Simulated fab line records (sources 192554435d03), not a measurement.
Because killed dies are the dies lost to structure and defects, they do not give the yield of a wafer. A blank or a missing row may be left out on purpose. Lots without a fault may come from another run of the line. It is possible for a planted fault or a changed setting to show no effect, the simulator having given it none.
fab line records -- flow n5-finfet
record: lots: 6, wafers: 18, last-day: 17
route steps=1938 shown FIN_SAQP@142 FIN_CUT@154 PASSIVATION@1936
lots that met no fault: taken from a fault-free run of the same line
start-h: the number of hours between the record's first day and the start of the first shown wafer of the lot -- wait-h: hours elapsed since this lot's preceding step -- " as in the row above -- L1.1+2: a single row standing in for several wafers -- - either no value or no given start -- * or withheld: withheld -- < > ~ a bound
route shown NAME@n: NAME is a module with steps in the file, n the number in the route of the first one -- usual: mean and standard deviation over wafers with no fault -- same: alike in all rows -- chamber/n: place in a boat -- sites: each site's reading -- _std_site: the values' standard deviation -- _edge_site: mean of outer sites minus mean of inner sites -- radius-mm: for every site, how far away it sits from the centre of the wafer -- mask NAME#n: copy n -- behind: the tool/chamber that last shaped the wafer -- hold: the reason the lot was held/the length of the hold in hours/how it ended -- device: the n, p or np transistor that did not switch -- end of line: the tests these same wafers got at the end of their route -- a step with no rows: only its recipe -- killed: at the first sort, the dies lost to defects and structure; wafer yield is something else -- map: a wafer's dies, marking killed ones x, the rest . and places with no die _
set.NAME: the setting as run; set.NAME@STEP: as run at that earlier step -- model.NAME: the simulator's own value behind a step, which no gauge read
a table for each step, a row for each wafer; lots at some steps of the route
services: when a tool's chamber went out of use (start-h, in hours from the record's first day, below 0 if earlier), for how many hours, and the reason
== steps ==
step: N5_FIN_SAQP_HM_OPEN_33
recipe: chemistry: CH3F/O2, target: SiNx, mask-material: SiO2, target-depth-a: 494, time-s: 70.6, pressure-mtorr: 30, source-w: 395, bias-w: 73, Ar_flow_sccm: 150, CH3F_flow_sccm: 30, O2_flow_sccm: 20, ion-energy-ev: 120, ends: cleared
usual: bias-w: 72.98/0.21, drypump-motor-current-A: 5.6/0.52, etch-rf-on-time-s: 69.6/1.4, oes-product-au: 0.67/0.08, rf-vpp-V: 296.1/2.7, showerhead-plenum-p-Torr: 2.00/0.045, throttle-valve-pct: 16.35/0.21
lot.wafer,tool,chamber,start-h,wait-h,bias-w,drypump-motor-current-A,etch-rf-on-time-s,oes-product-au,rf-hours-counter-h,rf-vpp-V,showerhead-plenum-p-Torr,throttle-valve-pct
L744.3,rie-diel-02,1,80.94,0.0,72.89,6.7,71.3,0.58,249,292.2,1.96,16.52
L744.5,rie-diel-02,2,80.94,0.0,73.03,4.9,70.0,0.71,-,295.3,2.02,16.39
L744.6,rie-diel-02,1,80.94,0.0,73.10,6.7,71.0,0.57,-,291.9,1.96,16.53
L745.4,rie-diel-06,3,86.00,0.0,73.17,5.0,69.8,0.63,191,294.8,1.98,16.47
L745.5,rie-diel-06,1,86.00,0.0,73.12,5.3,70.5,0.58,-,298.7,2.05,16.72
L745.6,rie-diel-06,2,86.00,0.0,72.86,6.1,70.8,0.78,-,296.3,1.97,16.20
L751.1,rie-diel-06,0,122.06,0.1,72.88,5.8,67.9,0.62,184,294.8,1.99,16.35
L751.3,rie-diel-06,2,122.06,0.1,73.07,6.1,68.3,0.76,21,296.0,1.96,16.20
L751.4,rie-diel-06,2,122.06,0.1,73.15,6.1,69.6,0.76,-,296.4,1.96,16.19
L752.1,rie-diel-06,2,127.02,0.0,72.80,6.1,68.9,0.76,23,296.8,1.96,16.20
L752.3,rie-diel-06,0,127.02,0.0,72.81,5.8,67.9,0.62,186,294.2,1.99,16.35
L752.4,rie-diel-06,3,127.02,0.0,73.12,5.0,71.0,0.62,-,294.0,1.98,16.49
L754.1,rie-diel-06,1,140.96,0.0,73.04,5.3,69.8,0.80,4,297.6,2.05,16.25
L754.2,rie-diel-06,3,140.96,0.0,73.24,5.0,69.6,0.61,211,295.7,1.98,16.51
L754.5,rie-diel-06,3,140.96,0.0,73.31,5.0,72.2,0.61,-,294.4,1.98,16.51
L756.3,rie-diel-02,3,156.75,0.2,72.59,5.9,67.9,0.78,35,299.4,2.12,16.02
L756.5,rie-diel-02,1,156.75,0.2,72.95,6.7,69.1,0.82,-,292.4,1.95,16.09
L756.6,rie-diel-02,2,156.75,0.2,73.15,4.9,69.9,0.68,-,294.6,2.01,16.45
step: N5_FIN_SAQP_ETCH_34
recipe: chemistry: C4F6/O2, target: SiO2, target-depth-a: 450, time-s: 15, ion-energy-ev: 250, pressure-mtorr: 30, source-w: 345, bias-w: 185, Ar_flow_sccm: 300, C4F6_flow_sccm: 10, O2_flow_sccm: 10, ends: cleared
usual: bias-w: 185.0/0.5, drypump-motor-current-A: 5.6/0.52, etch-rf-on-time-s: 15.02/0.23, oes-product-au: 0.67/0.081, rf-vpp-V: 663/5.7, showerhead-plenum-p-Torr: 2.85/0.06, throttle-valve-pct: 21.08/0.19
lot.wafer,tool,chamber,start-h,wait-h,bias-w,drypump-motor-current-A,etch-rf-on-time-s,oes-product-au,rf-hours-counter-h,rf-vpp-V,showerhead-plenum-p-Torr,throttle-valve-pct
L744.3,rie-diel-02,1,81.01,0.0,184.7,6.7,15.26,0.58,249,655,2.79,21.17
L744.5,rie-diel-02,2,81.01,0.0,184.8,4.9,14.85,0.71,-,660,2.87,21.16
L744.6,rie-diel-02,1,81.01,0.0,185.2,6.7,15.28,0.57,-,653,2.79,21.19
L745.4,rie-diel-06,3,86.07,0.0,184.4,5.0,15.18,0.63,191,658,2.83,21.15
L745.5,rie-diel-06,1,86.07,0.0,185.5,5.3,15.34,0.58,-,666,2.91,21.40
L745.6,rie-diel-06,2,86.07,0.0,184.7,6.1,14.99,0.79,-,665,2.80,20.97
L751.1,rie-diel-06,0,122.13,0.0,184.8,5.8,15.12,0.62,184,662,2.83,21.00
L751.3,rie-diel-06,2,122.13,0.0,185.6,6.1,15.18,0.75,21,666,2.80,20.97
L751.4,rie-diel-06,2,122.13,0.0,185.5,6.1,15.30,0.75,-,664,2.80,20.98
L752.1,rie-diel-06,2,127.09,0.0,184.7,6.1,14.79,0.76,23,665,2.80,21.00
L752.3,rie-diel-06,0,127.09,0.0,184.9,5.8,14.76,0.63,186,663,2.83,21.03
L752.4,rie-diel-06,3,127.09,0.0,185.2,5.0,15.17,0.62,-,658,2.82,21.19
L754.1,rie-diel-06,1,141.03,0.0,184.5,5.3,14.97,0.80,4,666,2.91,21.03
L754.2,rie-diel-06,3,141.03,0.0,185.6,5.0,15.24,0.62,211,658,2.82,21.19
L754.5,rie-diel-06,3,141.03,0.0,185.0,5.0,15.11,0.62,-,658,2.82,21.20
L756.3,rie-diel-02,3,156.82,0.0,184.6,5.9,14.84,0.77,35,674,3.01,20.77
L756.5,rie-diel-02,1,156.82,0.0,185.9,6.7,14.81,0.81,-,655,2.78,20.83
L756.6,rie-diel-02,2,156.82,0.0,184.3,4.9,14.88,0.68,-,659,2.86,21.17
step: N5_FIN_SAQP_STRIP_77
recipe: chemistry: N2/H2, time-s: 90, power-w: 100, temp-c: 40, pressure-mtorr: 100, rf-frequency-hz: 6e+07, bias-power-w: 3, n2-flow-sccm: 300, h2-flow-sccm: 300
usual: drypump-motor-current-A: 5.6/0.52, oes-product-au: 0.79/0.094, rf-vpp-V: 45.3/0.85, showerhead-plenum-p-Torr: 3.38/0.072, throttle-valve-pct: 12.25/0.26
lot.wafer,tool,chamber,start-h,wait-h,drypump-motor-current-A,oes-product-au,rf-hours-counter-h,rf-vpp-V,showerhead-plenum-p-Torr,throttle-valve-pct
L744.3,rie-diel-02,1,81.03,0.0,6.7,0.67,249,44.6,3.32,12.55
L744.5,rie-diel-02,2,81.03,0.0,5.0,0.82,-,43.4,3.42,12.27
L744.6,rie-diel-02,1,81.03,0.0,6.7,0.67,-,44.4,3.32,12.53
L745.4,rie-diel-06,3,86.09,0.0,5.0,0.73,191,44.5,3.37,12.46
L745.5,rie-diel-06,1,86.09,0.0,5.3,0.67,-,44.8,3.46,12.60
L745.6,rie-diel-06,2,86.09,0.0,6.1,0.93,-,45.9,3.32,11.97
L751.1,rie-diel-06,0,122.15,0.0,5.8,0.73,184,43.4,3.36,12.28
L751.3,rie-diel-06,2,122.15,0.0,6.1,0.89,21,44.7,3.31,12.00
L751.4,rie-diel-06,2,122.15,0.0,6.1,0.89,-,46.1,3.31,12.00
L752.1,rie-diel-06,2,127.11,0.0,6.1,0.89,23,45.6,3.31,12.01
L752.3,rie-diel-06,0,127.11,0.0,5.8,0.73,186,45.2,3.36,12.27
L752.4,rie-diel-06,3,127.11,0.0,5.0,0.72,-,45.3,3.36,12.49
L754.1,rie-diel-06,1,141.05,0.0,5.3,0.94,4,46.5,3.46,11.98
L754.2,rie-diel-06,3,141.05,0.0,5.0,0.72,211,46.9,3.36,12.52
L754.5,rie-diel-06,3,141.05,0.0,5.0,0.71,-,44.7,3.36,12.51
L756.3,rie-diel-02,3,156.84,0.0,5.9,0.89,35,45.4,3.58,11.93
L756.5,rie-diel-02,1,156.84,0.0,6.7,0.95,-,46.0,3.31,11.96
L756.6,rie-diel-02,2,156.84,0.0,5.0,0.80,-,45.3,3.41,12.34
step: N5_FIN_SAQP_HM_CD_35
recipe: target-cd-nm: 8, polarity: line
usual: cd-nm: 8.12/0.23
lot.wafer,tool,chamber,start-h,wait-h,cd-nm
L744.3,cd-sem-01,-,81.16,0.1,8.31
L744.5,cd-sem-01,-,81.16,0.1,8.36
L744.6,cd-sem-01,-,81.16,0.1,8.27
L745.4,cd-sem-02,-,86.22,0.1,7.80
L745.5,cd-sem-02,-,86.22,0.1,8.11
L745.6,cd-sem-02,-,86.22,0.1,8.18
L751.1,cd-sem-01,-,122.28,0.1,8.11
L751.3,cd-sem-01,-,122.28,0.1,8.08
L751.4,cd-sem-01,-,122.28,0.1,7.97
L752.1,cd-sem-03,-,127.24,0.1,8.18
L752.3,cd-sem-03,-,127.24,0.1,8.39
L752.4,cd-sem-03,-,127.24,0.1,8.08
L754.1,cd-sem-03,-,141.18,0.1,7.99
L754.2,cd-sem-03,-,141.18,0.1,8.11
L754.5,cd-sem-03,-,141.18,0.1,7.96
L756.3,cd-sem-03,-,156.97,0.1,8.29
L756.5,cd-sem-03,-,156.97,0.1,7.82
L756.6,cd-sem-03,-,156.97,0.1,8.39
step: N5_FIN_SAQP_ETCH_64
recipe: chemistry: CF4, target: SiO2, target-depth-a: 15, ion-energy-ev: 350, pressure-mtorr: 10, icp-w: 800, bias-w: 400, cf4-flow-sccm: 80
usual: bias-w: 400.2/1.3, drypump-motor-current-A: 5.7/0.48, oes-product-au: 1.010/0.019, throttle-valve-pct: 21.69/0.17
lot.wafer,tool,chamber,start-h,wait-h,bias-w,drypump-motor-current-A,oes-product-au,rf-hours-counter-h,throttle-valve-pct
L744.3,rie-si-04,0,81.20,0.0,400.4,5.2,1.025,37,21.69
L744.5,rie-si-04,2,81.20,0.0,401.2,5.5,1.021,-,21.68
L744.6,rie-si-04,1,81.20,0.0,399.5,5.6,1.040,-,21.51
L745.4,rie-si-01,3,86.26,0.0,399.0,6.4,1.015,99,21.82
L745.5,rie-si-01,0,86.26,0.0,400.9,5.4,0.978,-,21.40
L745.6,rie-si-01,1,86.26,0.0,399.0,6.4,1.024,-,21.97
L751.1,rie-si-03,2,122.33,0.0,399.1,5.7,0.989,28,21.73
L751.3,rie-si-03,1,122.33,0.0,402.0,5.9,0.994,104,21.47
L751.4,rie-si-03,0,122.33,0.0,400.5,5.8,1.019,193,21.82
L752.1,rie-si-01,1,127.29,0.0,401.4,6.3,1.021,133,21.96
L752.3,rie-si-01,3,127.29,0.0,398.9,6.4,1.010,99,21.82
L752.4,rie-si-01,2,127.29,0.0,399.4,6.3,0.984,14,21.73
L754.1,rie-si-04,2,141.23,0.0,401.7,5.5,1.016,142,21.69
L754.2,rie-si-04,1,141.23,0.0,400.9,5.6,1.038,50,21.52
L754.5,rie-si-04,3,141.23,0.0,402.6,5.2,1.015,-,21.91
L756.3,rie-si-01,2,157.01,0.0,399.4,6.3,0.980,14,21.73
L756.5,rie-si-01,3,157.01,0.0,396.9,6.4,1.009,-,21.82
L756.6,rie-si-01,0,157.01,0.0,399.9,5.4,0.988,-,21.38
step: N5_FIN_SAQP_FIN_ETCH_36
recipe: chemistry: HBr/Cl2/O2, target-depth-a: 1200, mask-material: SiNx, time-s: 50.4, bias-w: 102, pressure-mtorr: 10, icp-w: 800, HBr_flow_sccm: 150, Cl2_flow_sccm: 80, O2_flow_sccm: 12
usual: HBr_flow_sccm: 150.0/0.45, bias-w: 101.9/0.35, drypump-motor-current-A: 5.7/0.48, oes-product-au: 1.012/0.019, throttle-valve-pct: 35.92/0.24
lot.wafer,tool,chamber,start-h,wait-h,HBr_flow_sccm,bias-w,drypump-motor-current-A,oes-product-au,rf-hours-counter-h,throttle-valve-pct
L744.3,rie-si-04,0,81.22,0.0,149.8,102.2,5.2,1.020,37,35.93
L744.5,rie-si-04,2,81.22,0.0,150.6,101.9,5.6,1.018,-,35.80
L744.6,rie-si-04,1,81.22,0.0,149.8,102.7,5.6,1.026,-,35.74
L745.4,rie-si-01,3,86.28,0.0,151.2,101.5,6.4,1.029,99,36.10
L745.5,rie-si-01,0,86.28,0.0,151.1,102.4,5.4,0.990,-,35.50
L745.6,rie-si-01,1,86.28,0.0,149.7,101.8,6.4,1.019,-,36.30
L751.1,rie-si-03,2,122.35,0.0,150.0,102.3,5.7,0.982,28,36.02
L751.3,rie-si-03,1,122.35,0.0,148.9,102.1,5.9,0.999,104,35.54
L751.4,rie-si-03,0,122.35,0.0,149.7,101.9,5.8,1.017,193,36.00
L752.1,rie-si-01,1,127.31,0.0,148.9,101.9,6.3,1.013,133,36.31
L752.3,rie-si-01,3,127.31,0.0,149.7,102.3,6.4,1.016,99,36.09
L752.4,rie-si-01,2,127.31,0.0,150.3,101.8,6.3,0.976,14,36.10
L754.1,rie-si-04,2,141.25,0.0,149.7,102.0,5.6,1.027,142,35.79
L754.2,rie-si-04,1,141.25,0.0,149.7,102.1,5.6,1.052,50,35.72
L754.5,rie-si-04,3,141.25,0.0,149.9,101.9,5.2,1.030,-,36.19
L756.3,rie-si-01,2,157.03,0.0,150.4,102.4,6.3,0.979,14,36.11
L756.5,rie-si-01,3,157.03,0.0,149.7,101.7,6.4,1.003,-,36.11
L756.6,rie-si-01,0,157.03,0.0,149.6,102.2,5.4,0.984,-,35.54
step: N5_FIN_SAQP_CD_MEAS_37
recipe: target-cd-nm: 8, polarity: line
usual: cd-nm: 8.11/0.25
lot.wafer,tool,chamber,start-h,wait-h,cd-nm
L744.3,cd-sem-02,-,81.35,0.1,8.19
L744.5,cd-sem-02,-,81.35,0.1,8.22
L744.6,cd-sem-02,-,81.35,0.1,7.97
L745.4,cd-sem-03,-,86.42,0.1,7.84
L745.5,cd-sem-03,-,86.42,0.1,7.80
L745.6,cd-sem-03,-,86.42,0.1,8.06
L751.1,cd-sem-02,-,122.47,0.1,8.64
L751.3,cd-sem-02,-,122.47,0.1,8.68
L751.4,cd-sem-02,-,122.47,0.1,7.80
L752.1,cd-sem-03,-,127.43,0.1,8.02
L752.3,cd-sem-03,-,127.43,0.1,8.26
L752.4,cd-sem-03,-,127.43,0.1,7.53
L754.1,cd-sem-03,-,141.37,0.1,7.75
L754.2,cd-sem-03,-,141.37,0.1,8.65
L754.5,cd-sem-03,-,141.37,0.1,8.30
L756.3,cd-sem-02,-,157.16,0.1,7.83
L756.5,cd-sem-02,-,157.16,0.1,8.35
L756.6,cd-sem-02,-,157.16,0.1,8.37
step: N5_FIN_SAQP_PRECLEAN_38
recipe: chemistry: O3/DIW, time-s: 45, temp-c: 22, o3-ppm: 10
step: N5_FIN_SAQP_PRECLEAN_45
recipe: chemistry: dHF, time-s: 10, dilution: 500:1, temp-c: 25
step: N5_FIN_SAQP_SRD_39
recipe: dry: ipa-marangoni, time-s: 30, temp-c: 23, rinse-liquid: diw
step: N5_FIN_SAQP_OCD_MEAS_76
usual: trench-depth-nm: 120.4/1.3
lot.wafer,tool,chamber,start-h,wait-h,trench-depth-nm
L744.3,ocd-02,-,81.45,0.0,119.3
L744.5,ocd-02,-,81.45,0.0,118.8
L744.6,ocd-02,-,81.45,0.0,121.4
L745.4,ocd-02,-,86.58,0.0,118.8
L745.5,ocd-02,-,86.58,0.0,120.1
L745.6,ocd-02,-,86.58,0.0,120.9
L751.1,ocd-02,-,122.57,0.0,120.7
L751.3,ocd-02,-,122.57,0.0,119.3
L751.4,ocd-02,-,122.57,0.0,121.6
L752.1,ocd-01,-,127.53,0.0,120.5
L752.3,ocd-01,-,127.53,0.0,117.9
L752.4,ocd-01,-,127.53,0.0,119.3
L754.1,ocd-01,-,141.47,0.0,120.4
L754.2,ocd-01,-,141.47,0.0,123.7
L754.5,ocd-01,-,141.47,0.0,121.0
L756.3,ocd-02,-,157.26,0.0,118.9
L756.5,ocd-02,-,157.26,0.0,116.9
L756.6,ocd-02,-,157.26,0.0,118.3
step: N5_FIN_SAQP_INSPECT_40
recipe: inspect-instrument: brightfield, mode: aei
usual: raw-defect-count: 214/57
lot.wafer,tool,chamber,start-h,wait-h,raw-defect-count
L744.3,defect-inspect-01,-,81.48,0.0,209
L744.5,defect-inspect-01,-,81.48,0.0,188
L744.6,defect-inspect-01,-,81.48,0.0,175
L745.4,defect-inspect-02,-,86.60,0.0,236
L745.5,defect-inspect-02,-,86.60,0.0,174
L745.6,defect-inspect-02,-,86.60,0.0,247
L751.1,defect-inspect-01,-,122.61,0.0,354
L751.3,defect-inspect-01,-,122.61,0.0,158
L751.4,defect-inspect-01,-,122.61,0.0,180
L752.1,defect-inspect-01,-,127.56,0.0,124
L752.3,defect-inspect-01,-,127.56,0.0,145
L752.4,defect-inspect-01,-,127.56,0.0,114
L754.1,defect-inspect-01,-,141.50,0.0,161
L754.2,defect-inspect-01,-,141.50,0.0,146
L754.5,defect-inspect-01,-,141.50,0.0,231
L756.3,defect-inspect-01,-,157.29,0.0,183
L756.5,defect-inspect-01,-,157.29,0.0,250
L756.6,defect-inspect-01,-,157.29,0.0,220
step: N5_FIN_CUT_COAT_18
recipe: resist: SOC, temp-c: 250, time-s: 60, spin-rpm: 1500, resist-thk-nm: 230
usual: heater-power-total-W: 500.1/1.8, plate-temp-C: 249.97/0.15
lot.wafer,tool,chamber,start-h,wait-h,heater-power-total-W,plate-temp-C
L744.3,litho-track-04,0,81.51,0.0,497.7,250.04
L744.5,litho-track-04,0,81.51,0.0,502.9,249.98
L744.6,litho-track-04,0,81.51,0.0,498.2,249.86
L745.4,litho-track-03,0,86.64,0.0,502.4,249.85
L745.5,litho-track-03,0,86.64,0.0,503.0,249.97
L745.6,litho-track-03,0,86.64,0.0,499.2,249.61
L751.1,litho-track-04,0,122.64,0.0,484.4,243.96
L751.3,litho-track-04,0,122.64,0.0,484.1,243.84
L751.4,litho-track-04,0,122.64,0.0,484.7,244.14
L752.1,litho-track-01,0,127.59,0.0,498.0,249.98
L752.3,litho-track-01,0,127.59,0.0,497.4,250.13
L752.4,litho-track-01,0,127.59,0.0,500.1,250.09
L754.1,litho-track-04,0,141.53,0.0,484.5,244.04
L754.2,litho-track-04,0,141.53,0.0,487.3,244.23
L754.5,litho-track-04,0,141.53,0.0,485.2,243.97
L756.3,litho-track-03,0,157.32,0.0,500.9,249.71
L756.5,litho-track-03,0,157.32,0.0,497.9,249.94
L756.6,litho-track-03,0,157.32,0.0,497.4,249.90
step: N5_FIN_CUT_COAT_19
recipe: resist: SiARC, temp-c: 220, time-s: 60, spin-rpm: 1500, resist-thk-nm: 20
step: N5_PASSIVATION_PROBE_49
usual: killed_at_M0_to_M3: 33/8.9, killed_at_M4_up: 15/5.4, killed-at-contacts: 13/5.8, killed-at-front-end: 39/9.9, killed-at-other: 3.2/2.9, killed-dies: 102/15, killed-open: 68/12, killed-short: 34/7.6
same: gross-dies: 1180, killed-at-back-side: 0
lot.wafer,tool,chamber,start-h,wait-h,killed_at_M0_to_M3,killed_at_M4_up,killed-at-contacts,killed-at-front-end,killed-at-other,killed-dies,killed-open,killed-short
L754.1,prober-01,-,402.48,0.0,42,13,18,27,10,110,73,37
L754.2,prober-01,-,402.53,0.1,18,15,25,35,2,95,82,12
L754.5,prober-01,-,402.68,0.2,23,8,20,38,3,92,64,28
killed by level:class
L754.1 MOL_CONTACT_COAG:geometric-particle:open=17 BEOL_M0_SAQP:geometric-particle:short=13 BEOL_M2:geometric-particle:open=10 STARTING-WAFER:geometric-particle:open=7 BEOL_M0_SAQP:geometric-particle:open=6 MIM_TOP_ETCH:geometric-particle:open=6 BEOL_M3:geometric-particle:open=6 GATE_CUT:geometric-particle:short=4
L754.2 MOL_CONTACT_COAG:geometric-particle:open=20 FIN_SAQP:geometric-particle:open=14 STI_FIN_REVEAL:geometric-particle:open=11 BEOL_M4:geometric-particle:open=9 BEOL_M2:geometric-particle:open=8 MOL_CONTACT_COAG:geometric-particle:short=5 DUMMY_GATE:geometric-particle:open=3 BEOL_M1:geometric-particle:open=3
L754.5 MOL_CONTACT_COAG:geometric-particle:open=15 FIN_SAQP:geometric-particle:open=9 BEOL_M3:geometric-particle:open=8 BEOL_M4:geometric-particle:open=6 FIN_SAQP:geometric-particle:short=5 STI_FIN_REVEAL:geometric-particle:open=5 MOL_CONTACT_COAG:geometric-particle:short=5 GATE_CUT:geometric-particle:short=4
== services ==
tool,chamber,start-h,hours,kind
rie-diel-06,-,60.80,0.3,repair
rie-diel-02,1,85.19,-,clean
rie-diel-02,1,85.19,-,consumable-replace:focus-ring
rie-diel-02,1,85.19,23.3,scheduled-down
rie-diel-02,1,85.19,23.3,vent-cycle
rie-diel-06,1,107.30,-,clean
rie-diel-06,1,107.30,-,consumable-replace:focus-ring
rie-diel-06,1,107.30,20.1,scheduled-down
rie-diel-06,1,107.30,20.1,vent-cycle
rie-diel-06,-,153.59,1.2,repair
litho-track-03,-,154.05,-,consumable-replace:filter
== key ==
first-sign: step: N5_FIN_CUT_COAT_18, reading: plate-temp-C, direction: down, sigmas: 41, usual: *, struck: *
effect: step: N5_FIN_CUT_COAT_18, reading: heater-power-total-W, direction: down, sigmas: 8.3, usual: *, struck: *
met-at N5_FIN_CUT_COAT_18
struck-wafers L751.1,L751.3,L751.4,L754.1,L754.2,L754.5
tester-left-out L751,L754
onset-between 81.51 122.64
fault: kind: process-parameter-drift, tool: litho-track-04, chamber: -, onset-h: 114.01, steps: N5_FIN_CUT_COAT_18, channel: temp-c, offset: *, shape: step, end-h: 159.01, acts-in: *, stated: *
tester-left-out: of these lots the tester's yield and bins aren't shown, on N5 and GAA mostly nor the transistor test; their killed dies are dies lost to structure and defects alone, not to doping, threshold or leakage, so they don't give the yield
